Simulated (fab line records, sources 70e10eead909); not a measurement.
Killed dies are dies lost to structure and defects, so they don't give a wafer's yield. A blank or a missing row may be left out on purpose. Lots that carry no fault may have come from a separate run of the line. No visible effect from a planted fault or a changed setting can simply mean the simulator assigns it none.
Comparing a struck lot with a sound one | flow nand_harc | 18 steps out of a route of 1159
Sound: these wafers, L887.1, L887.2, L887.5. Struck: wafers L898.3, L898.5, L898.6. At the end, the cause is stated.
Order at every step that has rows: each side's tool, ch and its chambers, its first start. Under that, the readings that differ: sound wafers | struck wafers | difference of the means | sigmas: that difference in standard deviations of wafers without a fault.
alike: readings whose means differ by less than 2 such deviations, and words and numbers that are the same on both sides. not compared: withheld readings, readings that some wafer has no value for, bounds like >300 that may hide the same value, and numbers for which the record gives no deviation and whose values overlap.
A row with sigmas, a row that says differs or no value, or rows on one side alone: a step with any of these is where the two part. Non-overlapping numbers with no deviation appear without sigmas and do not part them. A reading that every wafer of one side lacks parts them only if that side has two wafers or more.

NHARC_A_M1_INSPECT_11:
  sound on defect_inspect-01, day 18 05:13; struck on defect_inspect-02, day 21 02:26
  reading          | sound   | struck   | difference | sigmas
  raw_defect_count | 12 9 16 | 41 36 41 | +27        | +2
NHARC_A_M1_DESCUM_14: chemistry O2, time 3 s.
  sound on rie_diel-12 ch 0,1, day 18 05:17; struck on rie_diel-12 ch 1,2,3, day 21 02:31
  alike: drypump_motor_current_A, oes_product_au, rf_vpp_V, showerhead_plenum_p_Torr, throttle_valve_pct
  not compared: rf_hours_counter_h
NHARC_A_M1_ETCH_35: etches the open film in N2/H2, target depth 40 nm, overetch 12 nm, time 43.94 s.
  sound on rie_diel-12 ch 0,1,2, day 18 05:23; struck on rie_diel-12 ch 0,1,3, day 21 02:36
  alike: bias_w, drypump_motor_current_A, oes_product_au, rf_vpp_V, showerhead_plenum_p_Torr, throttle_valve_pct
  not compared: rf_hours_counter_h
then, 1 step without rows for these wafers: NHARC_A_M1_ETCH_15 (etches the open film in C4F8/Ar, target depth 182.5 nm, time 91.2 s).
NHARC_A_M1_CD_MEAS_16:
  sound on cd_sem-02, day 18 05:36; struck on cd_sem-02, day 21 02:49
  alike: cd_nm
NHARC_A_M1_STRIP_18: strips in N2/H2.
  sound on rie_diel-05 ch 1,3, day 18 05:42; struck on rie_diel-02 ch 1,2,3, day 21 02:57
  alike: drypump_motor_current_A, oes_product_au, rf_vpp_V, showerhead_plenum_p_Torr, throttle_valve_pct
  not compared: rf_hours_counter_h
NHARC_A_M1_ETCH_28: etches the open film in CF4/N2, target depth 30 nm, time 72.99 s.
  sound: rie_diel-05 ch 0,1,3; struck: rie_diel-02 ch 0,1,3
  alike: bias_w, drypump_motor_current_A, oes_product_au, rf_vpp_V, showerhead_plenum_p_Torr, throttle_valve_pct
  not compared: rf_hours_counter_h
then, 1 step without rows for these wafers: NHARC_A_M1_STRIP_19 (strips in post etch residue remover, time 600 s).
NHARC_A_M1_DEGAS_29: time 60 s.
  sound on pvd_sputter-02, day 18 06:19; struck on pvd_sputter-02, day 21 03:34
  alike: heater_power_w
then, 3 steps without rows for these wafers: NHARC_A_M1_PRE_CLEAN_30 (time 30 s); NHARC_A_M1_PVD_20 (deposits TaN, target thk 5 nm, time 8.06 s); NHARC_A_M1_PVD_21 (deposits Cu, target thk 30 nm, time 20.49 s).
NHARC_A_M1_ECD_22: material Cu, target thk 400 nm.
  sound on ecd_cu-02 ch 0,1, day 18 06:40; struck on ecd_cu-01 ch 0,1, day 21 04:02
  no value came back on the struck wafers for bath_heat_duty_pct (%), bath_temp_c (C); on the sound wafers bath_heat_duty_pct (%) reads 5.7 5.6 6.4
then, 1 step without rows for these wafers: NHARC_A_M1_ANNEAL_31 (time 90 s).
NHARC_A_M1_CMP_23: polishes, t overpolish 20 s, target thk 154.34 nm.
  sound on cmp-01 ch 1,2,3, day 18 07:23; struck on cmp-01 ch 0,1,2, day 21 04:44
  reading                | sound    | struck | difference | sigmas
  time_to_endpoint_s (s) | 30 32 25 | 0 7 5  | -25        | -7
  alike: motor_current_A
NHARC_A_M1_THK_MEAS_24: measures by xrf.
  sound on film_metro-02, day 18 07:42; struck on film_metro-02, day 21 04:58
  reading     | sound             | struck         | difference | sigmas
  thk_nm (nm) | 157.9 158.4 154.6 | 30.5 28.9 31.2 | -126.8     | -79
then, 1 step without rows for these wafers: NHARC_A_M1_SRD_25.
NHARC_END_SORT_01:
  here the record holds rows for the struck wafers (prober-02 ch 0, day 22 14:59) but none for the sound ones

== WHERE THEY PART ==
First at NHARC_A_M1_INSPECT_11; last, within this record, at NHARC_END_SORT_01.

WHY: what had been put in by the simulator
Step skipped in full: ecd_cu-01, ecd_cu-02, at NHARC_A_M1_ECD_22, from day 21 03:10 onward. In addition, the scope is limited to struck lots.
